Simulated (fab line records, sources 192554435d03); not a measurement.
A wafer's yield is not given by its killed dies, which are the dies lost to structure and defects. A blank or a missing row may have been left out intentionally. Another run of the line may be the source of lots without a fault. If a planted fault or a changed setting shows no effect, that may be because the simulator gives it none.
One fault through the eyes of 2 desks || flow n5Finfet || every desk sees just its own numbers, and what lay behind them comes last

## AT THE METROLOGY DESK
What the gauges read, lot by lot, whatever tool the lot ran on: means of the sampled wafers that have a number. If a lot's mean is further than 4 standard deviations from the usual mean, the lot is out of limits and carries the mark OUT (the distance appears in the brackets).
Columns: A = cdNm at N5_BEOL_M12_CD_MEAS_10, usual 139.4 nm
{"lot": "L854", "first seen here": "day 10 20:34", "A": 138.9}
{"lot": "L855", "first seen here": "day 11 20:12", "A": 141.4}
{"lot": "L856", "first seen here": "day 12 07:01", "A": 137.9}
{"lot": "L858", "first seen here": "day 12 15:30", "A": 140.9}
{"lot": "L861", "first seen here": "day 13 10:02", "A": "131.3 (-4.5) OUT"}
{"lot": "L859", "first seen here": "day 13 11:46", "A": 136.9}
{"lot": "L863", "first seen here": "day 14 02:44", "A": 135.7}
{"lot": "L864", "first seen here": "day 14 13:15", "A": 137.4}
{"lot": "L865", "first seen here": "day 14 19:05", "A": 137.7}
{"lot": "L875", "first seen here": "day 17 12:23", "A": 136.9}
Finding of this desk: L861 out of limits; the first was L861 at day 13 10:02, on cdNm at N5_BEOL_M12_CD_MEAS_10. L854, L855, L856, L858, L859, L863, L864, L865, L875 stayed within limits.

## TOOL OWNER'S DESK, krfScanner-01
The tool's own readings at N5_BEOL_M12_EXPOSE_07 (exposes mask V11): means of the sampled wafers that have a number, for each lot that ran on this tool. If a lot's mean is further than 4 standard deviations from the usual mean, the lot is out of limits and carries the mark OUT (the distance appears in the brackets).
Columns: A = exposureDoseMJCm2 at N5_BEOL_M12_EXPOSE_07, usual 32.49
{"lot": "L856", "first seen here": "day 12 06:50", "A": 32.46}
{"lot": "L858", "first seen here": "day 12 15:20", "A": 32.47}
{"lot": "L861", "first seen here": "day 13 09:52", "A": "30.54 (-56) OUT"}
{"lot": "L863", "first seen here": "day 14 02:35", "A": "30.94 (-44) OUT"}
Finding of this desk: L861, L863 out of limits; the first was L861 at day 13 09:52, on exposureDoseMJCm2 at N5_BEOL_M12_EXPOSE_07. L856, L858 stayed within limits.

## ALL TOGETHER
On L861, L863, at day 13 09:52, an alarm was possible from the tool owner's desk.
The metrology desk could have raised an alarm at day 13 10:02, on L861.
The metrology desk has L863 on record, within its limits.
On krfScanner-01, each named lot ran N5_BEOL_M12_EXPOSE_07.

## WHAT THE SIMULATOR HAD INSERTED
Process parameters drifting: krfScanner-01 at N5_BEOL_M12_EXPOSE_07, beginning at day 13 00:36. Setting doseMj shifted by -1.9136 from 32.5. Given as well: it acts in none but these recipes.
Lots struck among those shown: L861, L863.
Hours from the fault's start to each desk's first reading out of limits: the tool owner's desk, 9; the metrology desk, 9.
